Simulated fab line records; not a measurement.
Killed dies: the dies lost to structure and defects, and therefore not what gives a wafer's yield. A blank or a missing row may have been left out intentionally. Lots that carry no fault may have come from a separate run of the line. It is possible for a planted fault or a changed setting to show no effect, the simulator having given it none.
Comparing a struck lot with a sound one :: flow n5-finfet :: 18 steps out of a route of 1938
Sound: wafers L888.1, L888.3, L888.4. Struck: wafer L893.5 (left out: L893.2, L893.6 of the same lot, which were not struck); the cause appears at the end.
Each step with rows lists, per side, the tool, then ch with its chambers, then its first start. Under that, the readings that differ: sound wafers :: struck wafers :: difference of the means :: sigmas: that difference in standard deviations of wafers without a fault.
alike: readings whose means differ by less than 2 such deviations, and words and numbers that are the same on both sides. not compared: withheld readings, readings that some wafer has no value for, bounds like >300 that may hide the same value, and numbers for which the record gives no deviation and whose values overlap.
Wherever a step has rows on one side only, a row that says differs or no value, or a row with sigmas, the two part there. Numbers that have no deviation but don't overlap get no sigmas and don't part them. Lack of a reading on every wafer of one side parts them only where that side has two or more wafers.

first, 3 steps without rows for these wafers: N5_HKMG_FIN_WET_ETCH_65 (etches a-Si in TMAH, stops on TiN, time 49 s, target depth 3 nm); N5_HKMG_FIN_WET_ETCH_81 (etches TiN in SC1, stops on HfO2, time 57 s, target depth 6 nm); N5_HKMG_FIN_WET_ETCH_82 (etches La2O3 in dHCl, stops on HfO2, target depth 2 nm, rinse time 30 s).
N5_HKMG_FIN_ALD_36: deposits TiN, target thk 1 nm, pulse time 1 s, purge time 3 s.
  sound on ald-metal-02 ch 1,3, day 4 21:12; struck on ald-metal-04 ch 0, day 6 06:19
reading: heater-power-w (W)
sound: 929 916 948
struck: 1058
difference: +127
sigmas: +2
  alike: precursor-pulse-height-rel
N5_HKMG_FIN_THK_MEAS_70: measures by xrf.
  sound on film-metro-02 at day 4 21:29; struck on film-metro-02 at day 6 06:37
reading: HK_THK (nm)
sound: 1.591 1.626 1.645
struck: 1.574
difference: -0.047
sigmas: -2
N5_HKMG_FIN_PWFM_ALD_03: deposits TiN, target thk 2 nm, pulse time 1 s, purge time 3 s.
  sound on ald-metal-01 ch 0,1,3, day 4 21:31; struck on ald-metal-02 ch 3, day 6 06:38
  alike: heater-power-w, precursor-pulse-height-rel
then, 6 steps without rows for these wafers: N5_HKMG_FIN_COAT_29 (time 60 s, resist thk 300 nm); N5_HKMG_FIN_COAT_30 (time 60 s, resist thk 35 nm); N5_HKMG_FIN_COAT_06 (resist thk 90 nm); N5_HKMG_FIN_EBR_08; N5_HKMG_FIN_SOFTBAKE_07 (time 60 s); N5_HKMG_FIN_EXPOSE_09 (exposes mask NWFM).
N5_HKMG_FIN_PEB_10: peb time 60 s.
  sound on litho-track-04 ch 0, day 4 22:17; struck on litho-track-04 ch 0, day 6 07:25
then, 1 step without rows for these wafers: N5_HKMG_FIN_DEVELOP_11 (develop time 30 s).
N5_HKMG_FIN_CD_MEAS_12: the cd target is 92.8 nm.
  sound on cd-sem-01 ch 0, day 4 22:21; struck on cd-sem-03 ch 0, day 6 07:29
reading: cd-nm (nm)
sound: 93.8 93.5 92.3
struck: 97.6
difference: +4.4
sigmas: +7
N5_HKMG_FIN_OVL_MEAS_13:
  sound on overlay-01 ch 0, day 4 22:23; struck on overlay-02 ch 0, day 6 07:31
  alike: NWFM_OVL
-- record jumps: 5 days separate the struck wafers' starts on either side; left off in module HKMG_FIN, taken up again in module BEOL_M4, whose first shown step is the route's number 1111 --
N5_BEOL_M4_RC_MEAS_101:
  sound on prober-02 ch 0, day 9 16:59; struck on prober-01 ch 0, day 11 16:45
reading: DIBL_N (mV/V)
sound: 39.1 38.6 37.9
struck: 34.8
difference: -3.7
sigmas: -2

reading: IOFF_N (nA/um)
sound: 0.234 0.235 0.209
struck: 0.136
difference: -0.090
sigmas: -3

reading: IOFF_P (nA/um)
sound: 0.29 0.27 0.25
struck: 0.16
difference: -0.11
sigmas: -3

reading: ION_N (uA/um)
sound: 694 696 691
struck: 661
difference: -33
sigmas: -3

reading: ION_P (uA/um)
sound: 471 471 466
struck: 447
difference: -22
sigmas: -3

reading: VT_N (mV)
sound: 244 241 244
struck: 253
difference: +10
sigmas: +3

reading: VT_P (mV)
sound: -245 -244 -244
struck: -255
difference: -11
sigmas: -3
  alike: DIBL_P, SS_N, SS_P
-- here the record skips 4 days between the struck wafers' starts before and after, leaving off in module BEOL_M4 and picking up in module PASSIVATION (first step shown: number 1936 of the route) --
N5_PASSIVATION_PROBE_49:
  sound on prober-02 at day 14 05:51; struck on prober-01 at day 15 21:28
  alike: defect-limited-yield, killed_at_M0_to_M3, killed_at_M4_up, killed-at-contacts, killed-at-front-end, killed-at-other, killed-dies, killed-open, killed-short, sort_bin_5_function, sort_bin_6_memory, sort-n-pass, sort-yield-pct

## WHERE THEY PART
Earliest at N5_HKMG_FIN_ALD_36; latest, in this record, at N5_BEOL_M4_RC_MEAS_101. Later steps at which nothing parts them and some readings are alike: N5_PASSIVATION_PROBE_49.

WHY: whatever the simulator had introduced
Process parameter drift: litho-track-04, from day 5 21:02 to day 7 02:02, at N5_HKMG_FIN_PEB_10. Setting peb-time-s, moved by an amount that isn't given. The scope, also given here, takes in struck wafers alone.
